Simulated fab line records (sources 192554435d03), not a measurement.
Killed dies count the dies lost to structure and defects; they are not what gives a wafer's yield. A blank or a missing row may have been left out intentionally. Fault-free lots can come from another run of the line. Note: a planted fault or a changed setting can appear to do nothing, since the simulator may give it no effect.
Which tool was responsible? ; flow n5 finfet ; 26 wafers from 10 lots sampled at 6 of the route's 1938 steps

== WHAT THE GAUGES READ, wafer by wafer ==
N5_FIN_SAQP_THK_MEAS_07. Usual: thk nm 60.1 nm, standard deviation 0.88.
lot;measured;on;thk nm (nm);flag
L606;day 2 04:32;film metro-02;60.0 59.6;
L607;day 2 09:08;film metro-02;62.0 59.7 61.7;
L610;day 3 06:17;film metro-02;59.9 61.1 59.5;
L616;day 4 15:05;film metro-01;60.6 59.8;
L617;day 4 22:16;film metro-02;62.1 62.2;
L618;day 5 05:10;film metro-02;59.4 59.8;
L619;day 5 09:33;film metro-02;59.0 59.5 59.8;
L622;day 6 03:31;film metro-01;60.1 60.1 61.2;
L623;day 6 09:32;film metro-01;60.1 59.7 60.7;
L627;day 7 10:05;film metro-02;59.6 58.7 60.0;

N5_FIN_SAQP_CD_MEAS_16: the cd target is 35.6 nm. Usual: cd nm 35.6 nm, standard deviation 0.51.
lot;measured;on;cd nm (nm);flag
L606;day 2 05:02;cd sem-03;35.0 35.0;
L607;day 2 09:29;cd sem-02;35.4 36.2 35.7;
L610;day 3 06:38;cd sem-03;35.5 35.9 35.2;
L616;day 4 15:34;cd sem-02;35.3 37.3;
L617;day 4 22:46;cd sem-03;35.2 35.8;
L618;day 5 05:32;cd sem-02;37.5 35.7;
L619;day 5 09:55;cd sem-01;36.4 36.6 35.9;
L622;day 6 03:52;cd sem-02;34.9 34.5 35.6;
L623;day 6 10:01;cd sem-03;36.0 36.7 36.5;
L627;day 7 10:34;cd sem-01;35.8 36.0 35.2;

N5_BEOL_M4_RC_MEAS_101. Usual: DIBL_N 36.0 mV/V, standard deviation 2.2; DIBL_P 35.9 mV/V, standard deviation 2.6; IOFF_N 0.16 nA/um, standard deviation 0.038; IOFF_P 0.21 nA/um, standard deviation 0.042; ION_N 675 uA/um, standard deviation 15; ION_P 463 uA/um, standard deviation 10; SS_N 71.5 mV/dec, standard deviation 0.62; SS_P 73.2 mV/dec, standard deviation 0.76; VT_N 250 mV, standard deviation 4.1; VT_P -251 mV, standard deviation 3.6.
lot;measured;on;DIBL_N (mV/V);DIBL_P (mV/V);IOFF_N (nA/um);IOFF_P (nA/um);ION_N (uA/um);ION_P (uA/um);SS_N (mV/dec);SS_P (mV/dec);VT_N (mV);VT_P (mV);flag
L606;day 8 00:44;prober-01;37.3 35.4;37.3 35.0;0.17 0.14;0.21 0.19;674 667;461 454;71.5 71.6;73.2 72.4;251 251;-254 -253;
L607;day 8 00:55;prober-02;36.3 35.1 32.8;37.2 36.8 34.1;0.17 0.15 0.12;0.21 0.19 0.16;675 662 672;458 454 463;72.3 71.6 70.7;73.5 73.3 72.1;249 251 253;-252 -252 -255;
L610;day 9 03:22;prober-01;38.7 36.1 33.1;39.3 35.5 32.3;0.21 0.16 0.12;0.26 0.19 0.16;690 675 662;471 459 452;72.2 72.4 71.2;74.5 73.7 72.1;245 249 252;-249 -251 -253;
L616;day 10 15:07;prober-01;37.7 36.8;36.0 33.6;0.16 0.14;0.25 0.21;674 660;474 454;71.4 71.1;73.6 73.3;248 251;-245 -249;
L617;day 11 07:55;prober-01;34.9 35.5;34.8 36.6;0.14 0.15;0.18 0.20;681 666;466 456;71.4 71.6;72.5 73.4;250 246;-250 -254;
L618;day 11 13:49;prober-02;37.5 36.7;36.4 34.6;0.17 0.16;0.21 0.19;690 669;475 457;71.8 71.8;73.3 72.8;250 249;-251 -250;
L619;day 11 07:28;prober-02;36.8 37.0 36.8;35.6 36.6 36.4;0.16 0.16 0.16;0.23 0.25 0.24;677 671 685;467 471 473;70.6 71.9 71.2;73.3 73.8 72.4;249 247 250;-247 -248 -253;
L622;day 12 02:56;prober-02;37.0 37.4 36.6;38.5 38.1 36.9;0.17 0.20 0.17;0.24 0.23 0.22;661 697 686;456 478 464;72.0 71.2 70.7;73.5 73.8 72.4;246 243 248;-249 -251 -250;
L623;day 12 00:15;prober-02;38.2 38.3 37.3;34.2 37.3 36.2;0.15 0.17 0.16;0.19 0.23 0.22;658 691 687;452 473 474;71.8 71.6 71.0;73.3 73.5 73.4;253 245 248;-253 -251 -249;
L627;day 13 18:15;prober-01;37.4 33.0 37.6;40.0 33.5 40.5;0.21 0.14 0.22;0.26 0.17 0.25;678 679 692;458 467 470;71.8 71.5 72.9;74.5 72.5 74.6;242 249 244;-250 -254 -249;

== WHAT TOOL EACH LOT RAN ON (gives the tool, then ch and the chambers of the sampled wafers, and finally the start) ==
lot;N5_PMOS_HMC_CHANNEL_EPI_FIN_RECESS_16;N5_FIN_SAQP_PEB_14;N5_FIN_SAQP_ETCH_52
L606;rie si-05 ch 0, day 2 01:19;litho track-02 ch 0, day 2 04:59;rie diel-04 ch 2,3, day 2 05:14
L607;rie si-01 ch 0,2,3, day 2 05:58;litho track-02 ch 0, day 2 09:25;rie diel-04 ch 0,1, day 2 09:40
L610;rie si-05 ch 1,2,3, day 3 03:10;litho track-05 ch 0, day 3 06:34;rie diel-04 ch 1,2, day 3 07:43
L616;rie si-02 ch 1,2, day 4 12:00;litho track-02 ch 0, day 4 15:30;rie diel-06 ch 0,1, day 4 15:49
L617;rie si-02 ch 1,2, day 4 17:29;litho track-01 ch 0, day 4 22:41;rie diel-06 ch 0,1, day 4 23:10
L618;rie si-02 ch 1,2, day 5 01:59;litho track-02 ch 0, day 5 05:28;rie diel-04 ch 1,3, day 5 05:46
L619;rie si-05 ch 0,1, day 5 06:14;litho track-05 ch 0, day 5 09:51;rie diel-01 ch 0,3, day 5 10:06
L622;rie si-05 ch 1,2,3, day 6 00:11;litho track-01 ch 0, day 6 03:48;rie diel-04 ch 0,1,3, day 6 04:03
L623;rie si-01 ch 0,2,3, day 6 06:25;litho track-05 ch 0, day 6 09:57;rie diel-06 ch 0,2,3, day 6 10:13
L627;rie si-02 ch 0,1,2, day 7 06:46;litho track-05 ch 0, day 7 10:29;rie diel-01 ch 0,1,3, day 7 10:45
- N5_PMOS_HMC_CHANNEL_EPI_FIN_RECESS_16: chemistry HBr/Cl2, target Si, target depth 54 nm, time 18 s.
- N5_FIN_SAQP_PEB_14: peb time 60 s.
- N5_FIN_SAQP_ETCH_52: etches SOC in N2/H2, target depth 100 nm, overetch 20 nm, time 150 s.

== WHAT THE TOOLS THEMSELVES READ (means of the sampled wafers that have a number; where no wafer has one, the mark that the record gives instead) ==
N5_PMOS_HMC_CHANNEL_EPI_FIN_RECESS_16. Usual: HBr_flow_sccm 150.0 sccm, standard deviation 0.51; drypump motor current A 5.5 A, standard deviation 0.38; oes product au 0.996 a.u., standard deviation 0.018; throttle valve pct 35.2 %, standard deviation 0.34.
lot;tool;HBr_flow_sccm (sccm);drypump motor current A (A);oes product au (a.u.);throttle valve pct (%);flag
L606;rie si-05;150.7;5.7;0.982;35.5;
L607;rie si-01;149.9;5.6;0.988;35.3;
L610;rie si-05;149.9;5.6;0.974;35.4;
L616;rie si-02;150.0;5.4;0.990;35.0;
L617;rie si-02;149.4;5.4;0.995;35.0;
L618;rie si-02;149.3;5.4;0.988;35.0;
L619;rie si-05;149.5;5.6;0.989;35.4;
L622;rie si-05;150.4;5.7;0.981;35.4;
L623;rie si-01;150.4;5.7;0.998;35.2;
L627;rie si-02;149.7;5.3;1.010;35.2;

N5_FIN_SAQP_ETCH_52. Usual: drypump motor current A 5.7 A, standard deviation 0.33; oes product au 0.71 a.u., standard deviation 0.069; rf vpp V 524.4 V, standard deviation 2.2; showerhead plenum p Torr 2.56 Torr, standard deviation 0.079; throttle valve pct 17.73 %, standard deviation 0.28.
lot;tool;drypump motor current A (A);oes product au (a.u.);rf vpp V (V);showerhead plenum p Torr (Torr);throttle valve pct (%);flag
L606;rie diel-04;5.8;0.73;524.3;2.57;17.50;
L607;rie diel-04;5.7;0.66;524.1;2.56;17.61;
L610;rie diel-04;5.5;0.66;525.9;2.62;17.56;
L616;rie diel-06;5.8;0.71;523.5;2.56;17.80;
L617;rie diel-06;5.8;0.70;523.7;2.56;17.80;
L618;rie diel-04;5.8;0.69;522.1;2.49;17.53;
L619;rie diel-01;5.4;0.80;525.8;2.61;17.86;
L622;rie diel-04;5.9;0.73;523.9;2.52;17.56;
L623;rie diel-06;5.8;0.76;523.5;2.55;17.67;
L627;rie diel-01;5.4;0.74;525.7;2.62;18.04;

== THE ANSWER, worked out from the rows above alone ==
Rule: take the mean of a lot's wafers that have a number; if it is more than 3 standard deviations from the usual mean, the lot is off. A lot without any number at a reading at which 4 lots or more have one is off too. Any other lot the step has rows for is counted as sound. Order of review: gauges by route order, followed by the tools' own readings, for which a lot's mean as printed above is used. At the first step where some lot is off, the reading lying furthest off is the one used; lots without a number count as furthest.
Across all readings shown, no lot is off: no conclusion can be drawn from this.

== WHAT THE SIMULATOR PUT IN ==
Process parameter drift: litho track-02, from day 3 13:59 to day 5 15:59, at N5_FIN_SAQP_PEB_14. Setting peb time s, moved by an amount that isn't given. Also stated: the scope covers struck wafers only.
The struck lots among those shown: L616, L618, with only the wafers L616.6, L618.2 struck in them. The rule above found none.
